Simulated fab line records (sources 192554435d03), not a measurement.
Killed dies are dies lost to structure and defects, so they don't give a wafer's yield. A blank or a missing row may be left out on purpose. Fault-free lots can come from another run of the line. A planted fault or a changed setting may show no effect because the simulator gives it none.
Matching of chambers ; flow n5-finfet ; N5_BEOL_M4_STRIP_19 on rie-diel-01: 4 sister chambers
The step strips in O2. 16 wafers are shown with their chamber, then 8 later ones without.

## EACH WAFER AND ITS CHAMBER
wafer;chamber;drypump-motor-current-A (A);throttle-valve-pct (%);showerhead-plenum-p-Torr (Torr)
L075.2;2;5.9;16.4;2.21
L075.4;2;5.9;16.4;2.21
L075.5;0;5.9;16.2;2.24
L084.3;3;5.2;16.4;2.12
L084.5;2;5.9;16.4;2.20
L084.6;1;5.3;16.8;2.14
L088.1;1;5.3;16.8;2.14
L088.3;0;5.9;16.3;2.23
L088.6;0;5.9;16.3;2.23
L087.1;0;5.9;16.3;2.23
L087.2;1;5.3;16.8;2.14
L087.5;0;5.9;16.3;2.23
L092.3;3;5.3;16.4;2.12
L092.4;2;5.9;16.4;2.20
L092.5;0;5.9;16.3;2.23
L091.2;3;5.2;16.4;2.12

SIGNATURES (means of the wafers above)
reading;chamber 0;chamber 1;chamber 2;chamber 3;scatter within a chamber
drypump-motor-current-A;5.900;5.300;5.900;5.233;0.0236
throttle-valve-pct;16.283;16.800;16.400;16.400;0.0264
showerhead-plenum-p-Torr;2.2317;2.1400;2.2050;2.1200;0.00391
Rule: a wafer lies at a distance from a chamber equal to the root of the sum of squares, over the readings, of (its reading less the chamber's mean, divided by the reading's scatter). If the next closest chamber is less than 2 further off than the closest, the wafer can't be placed; otherwise it belongs to the closest. The scatter: the root of (the sum of the squares of (reading less its chamber's mean) over the shown wafers, divided by (wafers less chambers)).

## WAFERS WHOSE CHAMBER IS MISSING
wafer;drypump-motor-current-A (A);throttle-valve-pct (%);showerhead-plenum-p-Torr (Torr)
L091.4;5.3;16.8;2.14
L091.6;5.9;16.4;2.20
L094.1;5.9;16.3;2.23
L094.2;5.3;16.8;2.14
L094.6;5.9;16.3;2.23
L095.2;5.9;16.5;2.20
L095.3;5.9;16.3;2.22
L095.6;5.9;16.4;2.20

## CHAMBER TAKEN BY EACH
wafer;from the rows above;in truth
L091.4;1;1
L091.6;2;2
L094.1;0;0
L094.2;1;1
L094.6;0;0
L095.2;2;2
L095.3;0;0
L095.6;2;2
Placed correctly: 8 of 8. Not placeable from these rows: 0. Placed wrongly: 0.
